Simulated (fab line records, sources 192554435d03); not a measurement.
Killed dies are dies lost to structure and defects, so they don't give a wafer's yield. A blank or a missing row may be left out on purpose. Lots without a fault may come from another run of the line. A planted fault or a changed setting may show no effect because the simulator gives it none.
fab line records | flow n5_finfet
record lots=12 wafers=35 last_day=19
route steps=1938 shown ZERO_LAYER@13 WELL_APT@33 PASSIVATION@1936
lots that met no fault: from a run of the same line without faults
start_h: hours from the record's first day to the start of the lot's first wafer shown | wait_h: hours since the lot's step before | " the same as in the row above | L1.1+2: a row that stands for several wafers | - no value, or no start given | * or withheld: withheld | < > ~ a bound
route shown NAME@n: a module of which the file shows steps, and the number in the route of the first | usual: mean/standard deviation of fault-free wafers | same: alike in all rows | chamber/n: place in a boat | sites: the reading at each site | _std_site: their standard deviation | _edge_site: outer sites' mean less inner sites' | radius_mm: how far each site lies from the wafer's centre | mask NAME#n: copy n | behind: the tool/chamber that last shaped the wafer | hold: why the lot was held/for how many hours/how that ended | device: the transistor (n, p or np) that didn't switch | end of line: the same wafers' tests at the end of the route | a step without rows: its recipe alone | killed: dies lost to structure and defects at the first sort, not the wafer's yield | map: a wafer's dies, x killed, . not, _ none there
set.NAME: the setting as run; set.NAME@STEP: as run at that earlier step | model.NAME: the simulator's own value behind a step, which no gauge read
steps of the route over a sample of lots; a table a step, a row a wafer
services: from which hour (start_h, from the record's first day; less than 0 if before it) a tool's chamber was out of use, for how many hours, and why
## steps
# step N5_ZERO_LAYER_CD_MEAS_11
# recipe target_cd_nm=2000 landing_energy_ev=500 detector=se_inlens
# usual cd_nm=1998.3/2.6
# columns lot.wafer tool chamber start_h wait_h cd_nm
L394.2 cd_sem-01 0 12.64 - 1998.3
L394.4 " 0 " " 1994.9
L394.5 " 0 " " 1995.7
L395.1 cd_sem-02 0 18.77 - 1998.7
L395.3 " 0 " " 1997.4
L395.5 " 0 " " 1993.9
L396.1 cd_sem-03 0 24.77 - 1998.7
L396.2 " 0 " " 2000.4
L396.6 " 0 " " 1998.6
L397.2 cd_sem-01 0 30.64 - 2002.5
L397.3 " 0 " " 1997.7
L397.4 " 0 " " 1999.7
L400.1 cd_sem-01 0 48.64 - 1996.4
L400.2 " 0 " " 1995.2
L400.6 " 0 " " 1994.4
L403.1 cd_sem-01 0 66.77 - 2000.2
L403.2 " 0 " " 2000.1
L403.3 " 0 " " 2003.2
L406.4 cd_sem-02 0 84.67 - 1996.8
L406.5 " 0 " " 2001.1
L406.6 " 0 " " 2001.8
L410.1 cd_sem-01 0 108.66 - 2006.3
L410.4 " 0 " " 1999.9
L410.6 " 0 " " 1996.8
L413.1 cd_sem-03 0 126.65 - 2003.4
L413.4 " 0 " " 1997.0
L413.5 " 0 " " 2002.1
L415.1 cd_sem-02 0 138.79 - 2002.4
L415.3 " 0 " " 2000.9
L415.4 " 0 " " 1997.2
L416.4 cd_sem-02 0 144.66 - 1995.4
L416.5 " 0 " " 1999.9
L417.1 cd_sem-01 0 150.64 - 1993.9
L417.2 " 0 " " 1998.0
L417.5 " 0 " " 1996.2
# step N5_ZERO_LAYER_STRIP_24
# recipe chemistry=O2 power_w=1000 temp_c=250 overash_fraction=0.3 pressure_mtorr=1000 o2_flow_sccm=6750
# usual drypump_motor_current_A=5.2/0.32 heater_power_w=332/41 oes_product_au=0.647/0.0048 strip_time_to_endpoint_s=43.87/0.096
# columns lot.wafer tool chamber start_h wait_h drypump_motor_current_A heater_power_w oes_product_au rf_hours_counter_h strip_time_to_endpoint_s
L394.2 plasma_asher-02 0 12.89 0.1 5.7 357 0.649 25 43.88
L394.4 " 0 " " 5.7 358 0.647 - 43.83
L394.5 " 0 " " 5.7 357 0.645 - 43.89
L395.1 plasma_asher-02 1 19.24 0.3 5.4 262 0.652 26 43.74
L395.3 " 1 " " 5.4 253 0.651 - 43.80
L395.5 " 1 " " 5.4 262 0.653 - 43.74
L396.1 plasma_asher-02 1 25.02 0.1 5.4 257 0.656 28 43.79
L396.2 " 0 " " 5.7 360 0.645 28 43.75
L396.6 " 0 " " 5.7 352 0.644 - 43.89
L397.2 plasma_asher-02 1 30.89 0.1 5.4 260 0.646 28 43.78
L397.3 " 0 " " 5.7 348 0.647 - 43.81
L397.4 " 1 " " 5.4 262 0.642 - 43.74
L400.1 plasma_asher-01 0 48.89 0.1 4.9 360 0.640 76 43.93
L400.2 " 1 " " 4.9 330 0.653 76 43.99
L400.6 " 1 " " 4.9 336 0.646 - 43.91
L403.1 plasma_asher-01 1 67.02 0.1 4.9 329 0.642 79 44.01
L403.2 " 0 " " 4.9 363 0.646 79 44.06
L403.3 " 0 " " 4.9 385 0.642 - 43.96
L406.4 plasma_asher-01 0 85.49 0.1 4.9 362 0.647 - 43.83
L406.5 " 1 " " 4.9 322 0.643 - 43.87
L406.6 " 0 " " 4.9 363 0.643 - 43.81
L410.1 plasma_asher-01 0 108.91 0.1 4.9 373 0.651 88 43.87
L410.4 " 0 " " 4.9 367 0.648 - 43.89
L410.6 " 1 " " 4.9 332 0.642 - 43.79
L413.1 plasma_asher-02 1 126.90 0.1 5.4 259 0.644 48 43.81
L413.4 " 0 " " 5.7 356 0.644 - 43.78
L413.5 " 0 " " 5.7 348 0.638 - 43.80
L415.1 plasma_asher-02 0 139.34 0.1 5.7 353 0.643 51 43.75
L415.3 " 1 " " 5.4 262 0.651 - 43.82
L415.4 " 0 " " 5.7 358 0.651 - 43.91
L416.4 plasma_asher-02 0 145.43 0.1 5.7 356 0.649 - 44.05
L416.5 " 1 " " 5.4 262 0.643 - 44.01
L417.1 plasma_asher-01 1 150.90 0.1 4.9 340 0.650 95 44.06
L417.2 " 0 " " 4.9 385 0.658 95 44.06
L417.5 " 0 " " 4.9 375 0.650 - 43.99
# step N5_WELL_APT_IMPLANT_15
# recipe species=As energy_kev=25 dose_cm2=1.5e+13 tilt_deg=0 rotation_deg=0
# usual dose_ions_cm2=1.5002e+13/1.4e+10 faraday_current_uA=190/3.2 rotation_deg=-0.003/0.023
# columns lot.wafer tool chamber start_h wait_h dose_ions_cm2 faraday_current_uA rotation_deg
L394.2 implanter-01 0 14.68 0.1 1.4995e+13 186 0.005
L394.4 " 0 " " 1.4994e+13 188 -0.005
L394.5 " 0 " " 1.4982e+13 192 0.015
L395.1 implanter-02 0 24.23 2.0 1.4982e+13 189 0.001
L395.3 " 0 " " 1.4975e+13 189 -0.020
L395.5 " 0 " " 1.4982e+13 190 0.010
L396.1 implanter-02 0 27.99 0.1 1.5007e+13 187 0.006
L396.2 " 0 " " 1.5034e+13 187 0.021
L396.6 " 0 " " 1.5028e+13 186 0.009
L397.2 implanter-02 0 32.01 0.1 2.1813e+13 279 0.006
L397.3 " 0 " " 2.1818e+13 278 0.020
L397.4 " 0 " " 2.1815e+13 272 -0.018
L400.1 implanter-01 0 49.95 0.1 1.501e+13 185 0.013
L400.2 " 0 " " 1.5008e+13 191 -0.037
L400.6 " 0 " " 1.5007e+13 192 -0.001
L403.1 implanter-02 0 68.05 0.1 2.1833e+13 268 0.016
L403.2 " 0 " " 2.1812e+13 283 0.021
L403.3 " 0 " " 2.182e+13 280 0.025
L406.4 implanter-01 0 86.59 0.1 1.5016e+13 191 0.007
L406.5 " 0 " " 1.4999e+13 193 0.007
L406.6 " 0 " " 1.4981e+13 187 0.035
L410.1 implanter-01 0 110.02 0.1 1.4986e+13 189 -0.043
L410.4 " 0 " " 1.5016e+13 186 -0.051
L410.6 " 0 " " 1.5e+13 193 -0.027
L413.1 implanter-01 0 127.98 0.1 1.5011e+13 191 -0.001
L413.4 " 0 " " 1.4997e+13 184 0.027
L413.5 " 0 " " 1.4998e+13 189 -0.010
L415.1 implanter-02 0 140.42 0.1 1.4985e+13 194 -0.040
L415.3 " 0 " " 1.4982e+13 192 -0.038
L415.4 " 0 " " 1.4989e+13 192 -0.016
L416.4 implanter-02 0 146.66 0.1 1.5014e+13 199 0.012
L416.5 " 0 " " 1.4993e+13 191 -0.001
L417.1 implanter-02 0 152.26 0.1 1.5006e+13 190 -0.046
L417.2 " 0 " " 1.5003e+13 188 -0.033
L417.5 " 0 " " 1.5007e+13 188 -0.021
# step N5_WELL_APT_RTA_34
# recipe temp_c=1000 time_s=10 ambient=N2 idle_temp_c=600 ramp_up_c_per_s=150 ramp_down_c_per_s=60 cool_to_c=600
# usual lamp_power_pct=13.01/0.055 lamp_zone_4_pct=12.99/0.031 lamp_zone_7_pct=13.42/0.034 wafer_temp_C_max=1003.7/0.98
# columns lot.wafer tool chamber start_h wait_h lamp_power_pct lamp_zone_4_pct lamp_zone_7_pct wafer_temp_C_max
L394.2 rtp_anneal-01 0 16.40 0.1 12.93 12.98 13.39 1004.6
L394.4 " 0 " " 13.02 13.00 13.38 1004.2
L394.5 " 0 " " 12.99 12.93 13.40 1005.4
L395.1 rtp_anneal-01 0 28.30 0.0 13.04 12.97 13.38 1003.8
L395.3 " 0 " " 13.02 13.01 13.38 1005.0
L395.5 " 0 " " 12.92 12.96 13.45 1003.5
L396.1 rtp_anneal-01 0 31.36 0.2 12.92 12.92 13.41 1004.0
L396.2 " 0 " " 13.06 13.05 13.42 1003.2
L396.6 " 0 " " 13.10 12.99 13.36 1002.7
L397.2 rtp_anneal-02 0 34.25 0.0 13.08 13.02 13.47 1002.9
L397.3 " 0 " " 13.07 12.95 13.42 1002.7
L397.4 " 0 " " 12.92 13.01 13.40 1002.8
L400.1 rtp_anneal-02 0 52.30 0.3 12.99 13.02 13.48 1003.7
L400.2 " 0 " " 13.04 12.99 13.42 1003.6
L400.6 " 0 " " 12.91 12.95 13.46 1003.8
L403.1 rtp_anneal-02 0 70.27 0.0 12.98 12.97 13.41 1002.3
L403.2 " 0 " " 13.05 12.98 13.46 1004.8
L403.3 " 0 " " 12.97 13.05 13.46 1003.5
L406.4 rtp_anneal-02 0 88.43 0.1 13.00 13.01 13.41 1004.8
L406.5 " 0 " " 12.93 12.96 13.42 1004.0
L406.6 " 0 " " 13.09 12.97 13.41 1001.9
L410.1 rtp_anneal-01 0 111.75 0.0 13.00 13.05 13.46 1003.7
L410.4 " 0 " " 13.01 13.01 13.45 1003.8
L410.6 " 0 " " 12.98 13.05 13.44 1002.9
L413.1 rtp_anneal-01 0 129.59 0.0 12.97 13.04 13.43 1004.2
L413.4 " 0 " " 13.04 13.03 13.39 1004.6
L413.5 " 0 " " 13.00 13.02 13.43 1005.3
L415.1 rtp_anneal-02 0 142.05 0.0 13.05 12.95 13.46 1002.9
L415.3 " 0 " " 12.96 12.95 13.43 1001.9
L415.4 " 0 " " 13.03 13.02 13.41 1004.1
L416.4 rtp_anneal-02 0 148.83 0.1 12.95 12.96 13.44 1003.2
L416.5 " 0 " " 13.09 13.02 13.39 1003.4
L417.1 rtp_anneal-01 0 153.91 0.0 13.04 13.01 13.51 1003.9
L417.2 " 0 " " 12.93 13.00 13.37 1003.4
L417.5 " 0 " " 13.06 12.99 13.42 1004.0
# step N5_PASSIVATION_PROBE_49
# usual killed_at_M0_to_M3=33/11 killed_at_M4_up=13/5.2 killed_at_contacts=11/5.7 killed_at_front_end=39/11 killed_at_other=4/3 killed_dies=101/20 killed_open=66/15 killed_short=33/8.4
# same gross_dies=1180 killed_at_back_side=0
# columns lot.wafer tool chamber start_h wait_h killed_at_M0_to_M3 killed_at_M4_up killed_at_contacts killed_at_front_end killed_at_other killed_dies killed_open killed_short
L403.3 prober-01 - 321.25 0.1 32 12 16 55 7 122 78 35
# killed by level:class
L403.3 MOL_CONTACT_COAG:geometric_particle:open=13 BEOL_M0_SAQP:geometric_particle:open=13 STI_FIN_REVEAL:geometric_particle:open=10 HKMG_FIN:area_etch=9 GATE_CUT:geometric_particle:short=8 DUMMY_GATE:geometric_particle:open=6 BEOL_M0_SAQP:geometric_particle:short=6 GATE_CUT:geometric_particle:open=5
## services
# columns tool chamber start_h hours kind
implanter-02 - 13.74 2.7 repair
implanter-01 - 79.72 3.7 repair
plasma_asher-02 - 134.18 1.1 repair
implanter-01 - 136.15 5.9 pm
## key
first_sign step=N5_WELL_APT_IMPLANT_15 reading=dose_ions_cm2 direction=up sigmas=99+ usual=1.5002e+13 struck=2.1818e+13
effect step=N5_WELL_APT_IMPLANT_15 reading=faraday_current_uA direction=up sigmas=28 usual=190 struck=277
met_at N5_WELL_APT_IMPLANT_15
struck_lots L397,L403
tester_left_out L397,L403
not_acting_at N5_ZERO_LAYER_CD_MEAS_11,N5_ZERO_LAYER_STRIP_24,N5_WELL_APT_RTA_34
onset_between 27.99 32.01
fault kind=process_parameter_drift tool=implanter-02 chamber=- onset_h=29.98 steps=N5_WELL_APT_IMPLANT_15 channel=dose_cm2 offset=6.8195e+12 shape=step end_h=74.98 acts_in=these_recipes_only stated=1.5e+13
# tester_left_out: of these lots the tester's yield and bins aren't shown, on N5 and GAA mostly nor the transistor test; their killed dies are dies lost to structure and defects alone, not to doping, threshold or leakage, so they don't give the yield
